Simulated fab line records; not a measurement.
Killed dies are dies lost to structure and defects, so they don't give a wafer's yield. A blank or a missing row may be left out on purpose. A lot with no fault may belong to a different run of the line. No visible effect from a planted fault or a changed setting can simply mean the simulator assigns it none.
3 desks looking at one fault | flow n5 finfet | what lay behind the numbers comes last; until then each desk has only its own

THE TOOL OWNER'S DESK: rie si-01
The tool's own readings at N5_SDB_CUT_ETCH_26 (etches Si in HBr/Cl2/O2, target depth 129.6 nm, bt time 20 s, time 51.8 s): means of the sampled wafers that have a number, for each lot that ran on this tool. A lot is out of limits, marked OUT, if its mean lies more than 4 standard deviations from the usual mean; the brackets give that distance.
Columns: A = HBr_flow_sccm at N5_SDB_CUT_ETCH_26, usual 150.0 sccm; B = drypump motor current A at N5_SDB_CUT_ETCH_26, usual 5.6 A; C = oes product au at N5_SDB_CUT_ETCH_26, usual 1.004 a.u.; D = throttle valve pct at N5_SDB_CUT_ETCH_26, usual 37.08 %
lot  | first seen here | A     | B   | C     | D
L876 | day 6 02:10     | 150.2 | 5.8 | 1.021 | 37.34
L879 | day 6 18:35     | 150.4 | 5.5 | 1.002 | 37.31
L882 | day 7 14:55     | 150.0 | 5.7 | 1.010 | 37.17
This desk's finding: nothing out of limits on any of the 3 lots.

METROLOGY DESK
Lot by lot, what the gauges showed, no matter which tool ran the lot: averages of those sampled wafers that carry a number. A lot is out of limits, marked OUT, if its mean lies more than 4 standard deviations from the usual mean; the brackets give that distance. Only the readings that lie furthest out on some lot appear, 7 of the 11 it has.
Columns: A = SDB_OVL at N5_SDB_OVL_MEAS_12, usual 0.1 nm; B = IOFF_N at N5_BEOL_M4_RC_MEAS_101, usual 0.158 nA/um; C = IOFF_P at N5_BEOL_M4_RC_MEAS_101, usual 0.21 nA/um; D = ION_P at N5_BEOL_M4_RC_MEAS_101, usual 464 uA/um; E = SS_P at N5_BEOL_M4_RC_MEAS_101, usual 73.4 mV/dec; F = VT_N at N5_BEOL_M4_RC_MEAS_101, usual 250.4 mV; G = VT_P at N5_BEOL_M4_RC_MEAS_101, usual -250 mV
lot  | first seen here | A    | B     | C    | D   | E    | F     | G
L868 | day 3 21:27     | 1.0  | 0.165 | 0.23 | 470 | 73.6 | 250.2 | -248
L876 | day 6 00:58     | -0.3 | 0.165 | 0.21 | 465 | 73.9 | 250.0 | -250
L879 | day 6 17:36     | 0.3  | 0.181 | 0.20 | 458 | 73.7 | 247.3 | -254
L882 | day 7 14:02     | -0.2 | 0.137 | 0.18 | 458 | 73.2 | 250.8 | -252
L888 | day 9 02:51     | 0.7  | 0.161 | 0.19 | 454 | 72.4 | 248.8 | -251
L890 | day 9 13:39     | -0.1 | 0.186 | 0.27 | 471 | 73.7 | 249.4 | -246
This desk's finding: nothing out of limits on any of the 6 lots.

THE DEFECT DESK
What the inspections along the route counted, lot by lot: means of the sampled wafers that have a number. A lot is out of limits, marked OUT, if its mean lies more than 4 standard deviations from the usual mean; the brackets give that distance.
Columns: A = raw defect count at N5_SDB_INSPECT_13, usual 80
lot  | first seen here | A
L868 | day 3 21:28     | 81
L876 | day 6 00:59     | 48
L879 | day 6 17:37     | 76
L882 | day 7 14:04     | 97
L888 | day 9 02:52     | 53
L890 | day 9 13:40     | 63
This desk's finding: nothing out of limits on any of the 6 lots.

PUT TOGETHER
The tool owner's desk saw nothing out of limits.
The metrology desk saw nothing out of limits.
Nothing out of limits was seen by the defect desk.

WHAT THE SIMULATOR HAD PUT IN
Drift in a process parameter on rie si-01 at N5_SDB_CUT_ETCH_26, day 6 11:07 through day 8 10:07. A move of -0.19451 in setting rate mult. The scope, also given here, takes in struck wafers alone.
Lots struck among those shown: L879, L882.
